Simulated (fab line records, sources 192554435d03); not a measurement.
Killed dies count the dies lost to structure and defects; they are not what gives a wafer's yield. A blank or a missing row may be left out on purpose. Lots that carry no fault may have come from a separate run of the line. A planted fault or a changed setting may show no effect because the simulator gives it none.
Split-lot trial	flow n5-finfet	39 wafers read from 7 lots, route of 1938 steps

== ABOUT THE SPLIT ==
At N5_DUMMY_GATE_ETCH_37 (etches SOC in N2/H2, target depth 60 nm, overetch 30 nm), the setting source-w was moved away from the recipe's 840 W on 12 of the 39 wafers read, by -18.2% to +11.1%. All remaining wafers had this setting at the recipe value.

The split's own step is where the reading is taken.

== THE READING ==
rf-vpp-V, in V, at N5_DUMMY_GATE_ETCH_37 (etches SOC in N2/H2, target depth 60 nm, overetch 30 nm). A value of 524.3 V with a standard deviation of 2.2 V is what fault-free wafers of this fab line usually give.

wafer	tool, chamber at the split	source-w as run, W	against the recipe	rf-vpp-V, V	against lot-mates on the recipe
L079.1	rie-diel-05, 2	933.4	+11.1%	506.7	-17.1
L079.2	rie-diel-05, 1	933.4	+11.1%	503.7	-20.1
L079.3	rie-diel-05, 3	840	recipe	523.8	-
L079.4	rie-diel-05, 0	840	recipe	523.5	-
L079.5	rie-diel-05, 3	840	recipe	524.0	-
L079.6	rie-diel-05, 2	933.4	+11.1%	507.3	-16.5
L080.1	rie-diel-06, 3	840	recipe	528.3	-
L080.2	rie-diel-06, 0	840	recipe	527.2	-
L080.3	rie-diel-06, 2	840	recipe	524.7	-
L080.4	rie-diel-06, 1	840	recipe	519.8	-
L080.5	rie-diel-06, 3	840	recipe	528.1	-
L080.6	rie-diel-06, 0	840	recipe	529.1	-
L081.1	rie-diel-03, 1	768.7	-8.5%	538.4	+13.8
L081.2	rie-diel-03, 3	840	recipe	527.8	-
L081.3	rie-diel-03, 2	840	recipe	520.7	-
L081.4	rie-diel-03, 0	840	recipe	525.3	-
L081.5	rie-diel-03, 1	768.7	-8.5%	539.0	+14.4
L081.6	rie-diel-03, 2	768.7	-8.5%	537.0	+12.4
L085.1	rie-diel-03, 1	686.8	-18.2%	558.7	+33.1
L085.2	rie-diel-03, 3	840	recipe	527.8	-
L085.3	rie-diel-03, 2	686.8	-18.2%	558.7	+33.1
L085.4	rie-diel-03, 0	840	recipe	524.3	-
L085.5	rie-diel-03, 0	840	recipe	524.7	-
L085.6	rie-diel-03, 1	686.8	-18.2%	558.5	+32.9
L087.1	rie-diel-05, 3	840	recipe	523.3	-
L087.2	rie-diel-05, 2	840	recipe	524.9	-
L087.3	rie-diel-05, 0	840	recipe	523.0	-
L087.4	rie-diel-05, 1	840	recipe	522.1	-
L087.5	rie-diel-05, 1	840	recipe	522.4	-
L087.6	rie-diel-05, 0	840	recipe	524.0	-
L091.3	rie-diel-03, 2	840	recipe	522.0	-
L091.5	rie-diel-03, 3	840	recipe	526.5	-
L091.6	rie-diel-03, 2	840	recipe	520.7	-
L097.1	rie-diel-06, 3	762.5	-9.2%	544.6	+17.8
L097.2	rie-diel-06, 1	762.5	-9.2%	535.8	+9.0
L097.3	rie-diel-06, 2	840	recipe	525.0	-
L097.4	rie-diel-06, 0	762.5	-9.2%	542.8	+16.0
L097.5	rie-diel-06, 3	840	recipe	528.2	-
L097.6	rie-diel-06, 0	840	recipe	527.2	-

THE FIT
A straight line over all 39 wafers: rf-vpp-V changes by -1.78 V for each +1% of source-w; r = -0.98; the points scatter about the line by 2.6 V.
The same after taking each lot's own level away (the mean of its wafers on the recipe; 39 wafers): -1.71 V for each +1%; r = -0.98; scatter 2.3 V.
The reading moves by 31 V for the largest change in source-w, on that fit.
The span of the lots' own levels, 523.07 to 526.80 V, comes to 1.7 times the standard deviation stated above.
The two slopes are in agreement: the lot-to-lot level therefore moves the slope only a little.
Check: for one of the wafers moved furthest among these (-18.2%), held out of the fit, the line's prediction against its lot-mates is +30.7 V. It came out at +33.1 V against them.
Tool readings at the split's step, against how far the setting was moved: rf-vpp-V r = -0.98.

== THE OTHER SPLITS THESE WAFERS WENT THROUGH ==
Other splits were also applied to these wafers ahead of the reading. Each is held against what the fit with the lots' levels taken away leaves over:
other split on the same wafers	wafers away from the commonest value	r with rf-vpp-V (lot level and that fit taken away)
N5_WELL_APT_EXPOSE_22 dose-mj	15	+0.00
N5_PMOS_HMC_CHANNEL_EPI_EPI_20 temp-c	12	+0.21
N5_FIN_SAQP_HM_DEP_72 time-s	15	+0.28

== FILE'S OWN FIT ==
rf-vpp-V changes by -1.71 V for each +1% of source-w, r = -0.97.
